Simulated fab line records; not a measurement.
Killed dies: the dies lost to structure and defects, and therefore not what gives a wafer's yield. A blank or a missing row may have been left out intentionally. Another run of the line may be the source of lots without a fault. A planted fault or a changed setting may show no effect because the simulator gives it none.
The tool behind it: which one? ; flow n5 finfet ; Sampling: 10 lots, 30 wafers, 6 of 1938 route steps

WHAT EACH GAUGE READ, for each wafer
The record holds no reading of a measuring or inspecting step that can be judged against a usual standard deviation.

WHAT TOOL EACH LOT RAN ON (gives the tool, then ch and the chambers of the sampled wafers, and finally the start)
lot;N5_ILD0_CMP_12;N5_SDB_HM_DEP_00;N5_SDB_DESCUM_16;N5_SDB_STRIP_21;N5_SDB_CMP_30;N5_PASSIVATION_PROBE_49
L260;cmp-04 ch 1,2, day 4 07:01;pecvd-03 ch 0,2, day 4 07:23;rie diel-05 ch 0,1,2, day 4 07:47;rie diel-05 ch 0,1,2, day 4 08:00;cmp-01 ch 2,3, day 4 11:25;-
L261;cmp-04 ch 0,1,2, day 4 11:02;pecvd-03 ch 0,1, day 4 11:19;rie diel-01 ch 0,2, day 4 12:09;rie diel-01 ch 0,2, day 4 12:22;cmp-03 ch 0,1,2, day 4 15:41;-
L264;cmp-03 ch 1,2,3, day 5 07:03;pecvd-04 ch 1,2, day 5 07:25;rie diel-01 ch 1,2,3, day 5 08:02;rie diel-01 ch 1,2,3, day 5 08:15;cmp-04 ch 1,2,3, day 5 11:45;-
L266;cmp-04 ch 2,3, day 5 19:45;pecvd-03 ch 1,2, day 5 20:04;rie diel-01 ch 2,3, day 5 20:29;rie diel-01 ch 2,3, day 5 20:41;cmp-04 ch 0,3, day 6 00:01;prober-01, day 15 21:46
L267;cmp-03 ch 0,2, day 6 02:07;pecvd-03 ch 1,2, day 6 02:29;rie diel-01 ch 0,1,3, day 6 03:01;rie diel-01 ch 0,1,3, day 6 03:14;cmp-03 ch 0,1,3, day 6 06:32;-
L268;cmp-03 ch 0,3, day 6 07:50;pecvd-03 ch 0,2, day 6 08:11;rie diel-03 ch 0,3, day 6 08:37;rie diel-03 ch 0,3, day 6 08:49;cmp-01 ch 0,1,2, day 6 12:08;prober-02, day 16 17:45
L270;cmp-02 ch 1,2,3, day 6 19:34;pecvd-03 ch 0,2, day 6 19:53;rie diel-05 ch 2,3, day 6 20:52;rie diel-05 ch 2,3, day 6 21:04;cmp-04 ch 2,3, day 7 00:53;prober-01, day 17 10:20
L279;cmp-04 ch 0,2,3, day 8 21:37;pecvd-04 ch 0,1, day 8 21:59;rie diel-05 ch 0,1,3, day 8 22:31;rie diel-05 ch 0,1,3, day 8 22:44;cmp-01 ch 0,1,3, day 9 02:07;-
L280;cmp-02 ch 0,2,3, day 9 10:07;pecvd-04 ch 0,1, day 9 10:26;rie diel-05 ch 1,2,3, day 9 10:58;rie diel-05 ch 1,2,3, day 9 11:10;cmp-01 ch 0,1,2, day 9 14:30;-
L281;cmp-04 ch 0,2,3, day 9 11:11;pecvd-02 ch 0,1,2, day 9 11:32;rie diel-03 ch 2,3, day 9 11:57;rie diel-03 ch 2,3, day 9 12:10;cmp-03 ch 0,1,2, day 9 15:34;-
- N5_ILD0_CMP_12: polishes SiNx, stops on poly-Si, t overpolish 6 s, target thk 17.67 nm.
- N5_SDB_HM_DEP_00: deposits SiNx from SiH4/NH3/N2, target thk 40 nm, time 35.3 s.
- N5_SDB_DESCUM_16: chemistry O2, time 7.9 s.
- N5_SDB_STRIP_21: strips in CF4.
- N5_SDB_CMP_30: polishes, stops on poly-Si, t overpolish 1.54 s, target thk 30 nm.
- N5_PASSIVATION_PROBE_49

AS READ BY THE TOOLS THEMSELVES (means over the sampled wafers that have a number; for cases with no such wafer, the mark the record gives instead)
N5_ILD0_CMP_12. Usual: motor current A 9.0 A, standard deviation 0.71; overpolish run s 6.000 s, standard deviation 0.01; retaining ring pressure frac 1.000, standard deviation 0.0048; time to endpoint s 29.1 s, standard deviation 2.4.
lot;tool;motor current A (A);overpolish run s (s);retaining ring pressure frac;time to endpoint s (s);flag
L260;cmp-04;9.2;6.002;0.992;27.0;
L261;cmp-04;9.5;6.006;0.997;27.4;
L264;cmp-03;8.6;6.002;0.999;29.7;
L266;cmp-04;8.8;5.995;1.003;29.9;
L267;cmp-03;8.4;6.010;0.998;26.2;
L268;cmp-03;8.4;5.992;1.000;28.2;
L270;cmp-02;9.3;5.997;0.995;28.0;
L279;cmp-04;9.0;6.000;1.002;29.4;
L280;cmp-02;9.4;6.000;0.996;28.3;
L281;cmp-04;9.0;6.005;1.005;30.5;

N5_SDB_HM_DEP_00. Usual: heater power w 755 W, standard deviation 72; showerhead plenum p Torr 5.12 Torr, standard deviation 0.068; susceptor temp C 399.98 C, standard deviation 0.21; throttle valve pct 41.0 %, standard deviation 2.8.
lot;tool;heater power w (W);showerhead plenum p Torr (Torr);susceptor temp C (C);throttle valve pct (%);flag
L260;pecvd-03;739;5.17;399.98;39.6;
L261;pecvd-03;719;5.14;399.95;44.4;
L264;pecvd-04;705;5.05;399.85;38.9;
L266;pecvd-03;716;5.14;399.90;41.6;
L267;pecvd-03;686;5.15;399.87;41.6;
L268;pecvd-03;744;5.17;400.01;40.0;
L270;pecvd-03;750;5.18;400.08;40.0;
L279;pecvd-04;787;5.15;399.89;40.6;
L280;pecvd-04;771;5.15;400.10;40.7;
L281;pecvd-02;792;5.10;399.65;41.2;

N5_SDB_DESCUM_16. Usual: drypump motor current A 5.7 A, standard deviation 0.4; oes product au 0.80 a.u., standard deviation 0.11; rf vpp V 243.1 V, standard deviation 1.7; showerhead plenum p Torr 2.09 Torr, standard deviation 0.093; throttle valve pct 20.46 %, standard deviation 0.21.
lot;tool;drypump motor current A (A);oes product au (a.u.);rf vpp V (V);showerhead plenum p Torr (Torr);throttle valve pct (%);flag
L260;rie diel-05;5.6;0.80;242.5;2.08;20.59;
L261;rie diel-01;5.3;0.69;242.6;2.04;20.44;
L264;rie diel-01;5.8;0.86;243.3;2.12;20.46;
L266;rie diel-01;5.6;0.77;243.4;2.11;20.48;
L267;rie diel-01;6.0;0.95;243.2;2.12;20.42;
L268;rie diel-03;6.1;0.72;243.5;2.05;20.30;
L270;rie diel-05;5.6;0.81;245.0;2.20;20.47;
L279;rie diel-05;5.5;0.80;243.5;2.04;20.56;
L280;rie diel-05;5.6;0.81;244.0;2.14;20.43;
L281;rie diel-03;6.2;0.69;241.0;2.06;20.52;

N5_SDB_STRIP_21. Usual: drypump motor current A 5.7 A, standard deviation 0.4; oes product au 0.80 a.u., standard deviation 0.1; rf vpp V 271.0 V, standard deviation 1.8; showerhead plenum p Torr 1.79 Torr, standard deviation 0.077; throttle valve pct 13.58 %, standard deviation 0.23.
lot;tool;drypump motor current A (A);oes product au (a.u.);rf vpp V (V);showerhead plenum p Torr (Torr);throttle valve pct (%);flag
L260;rie diel-05;5.6;0.80;270.2;1.78;13.66;
L261;rie diel-01;5.3;0.68;270.6;1.77;13.81;
L264;rie diel-01;5.8;0.85;271.4;1.82;13.58;
L266;rie diel-01;5.6;0.76;272.1;1.82;13.74;
L267;rie diel-01;6.0;0.92;271.6;1.82;13.45;
L268;rie diel-03;6.1;0.71;270.0;1.77;13.56;
L270;rie diel-05;5.6;0.81;273.0;1.88;13.59;
L279;rie diel-05;5.5;0.79;270.2;1.76;13.73;
L280;rie diel-05;5.5;0.81;271.3;1.84;13.63;
L281;rie diel-03;6.2;0.69;270.1;1.75;13.65;

N5_SDB_CMP_30. Usual: motor current A 12.2 A, standard deviation 0.93; retaining ring pressure frac 1.000, standard deviation 0.005; time to endpoint s 17.3 s, standard deviation 2.4.
lot;tool;motor current A (A);retaining ring pressure frac;time to endpoint s (s);flag
L260;cmp-01;12.9;0.996;13.8;
L261;cmp-03;11.7;0.998;14.6;
L264;cmp-04;12.4;1.001;14.3;
L266;cmp-04;12.3;1.005;19.2;
L267;cmp-03;11.1;0.997;16.0;
L268;cmp-01;12.9;1.004;19.6;
L270;cmp-04;12.3;0.994;21.0;
L279;cmp-01;11.8;0.997;17.7;
L280;cmp-01;12.3;1.003;16.7;
L281;cmp-03;11.4;0.999;18.7;

N5_PASSIVATION_PROBE_49. Usual: killed_at_M0_to_M3 33, standard deviation 11; killed_at_M4_up 14, standard deviation 5; killed at contacts 11, standard deviation 7.3; killed at front end 43, standard deviation 12; killed at other 4, standard deviation 3.1; killed dies 106, standard deviation 17; killed on rim 14, standard deviation 3.8; killed open 69, standard deviation 13; killed short 34, standard deviation 8.7.
lot;tool;killed_at_M0_to_M3;killed_at_M4_up;killed at contacts;killed at front end;killed at other;killed dies;killed on rim;killed open;killed short;flag
L266;prober-01;40;12;7;51;4;115;13;72;41;
L268;prober-02;67;11;12;388;4;483;64;92;44;OFF
L270;prober-01;31;14;7;417;4;473;60;73;41;OFF

THE ANSWER, worked out from the rows above alone
Rule: take the mean of a lot's wafers that have a number; if it is more than 3 standard deviations from the usual mean, the lot is off. Also off: a lot with no number at a reading for which 4 or more lots have one. Where the step has rows for the other lots, those lots are counted as sound. Order of review: gauges by route order, followed by the tools' own readings, for which a lot's mean as printed above is used. The first step at which some lot is off is used, and at that step the reading that is off furthest; a lot without a number counts as furthest.
Off: L268, L270 (N5_PASSIVATION_PROBE_49, killed at front end). Neither off nor sound, because the step has no rows for them: L260, L261, L264, L267, L279, L280, L281.
If a tool, at that step or one of the process steps before it, ran each lot that is off and ran no sound lot following the first of them, it fits. One candidate fits, namely pecvd-03 at N5_SDB_HM_DEP_00. A fault onset in the window from L266 (day 5 20:04, its last sound lot) to L268 (day 6 08:11, its first lot off) fits.

WHAT THE SIMULATOR HAD PUT IN
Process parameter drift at N5_SDB_HM_DEP_00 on pecvd-03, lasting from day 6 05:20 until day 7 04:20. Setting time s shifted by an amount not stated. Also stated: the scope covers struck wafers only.
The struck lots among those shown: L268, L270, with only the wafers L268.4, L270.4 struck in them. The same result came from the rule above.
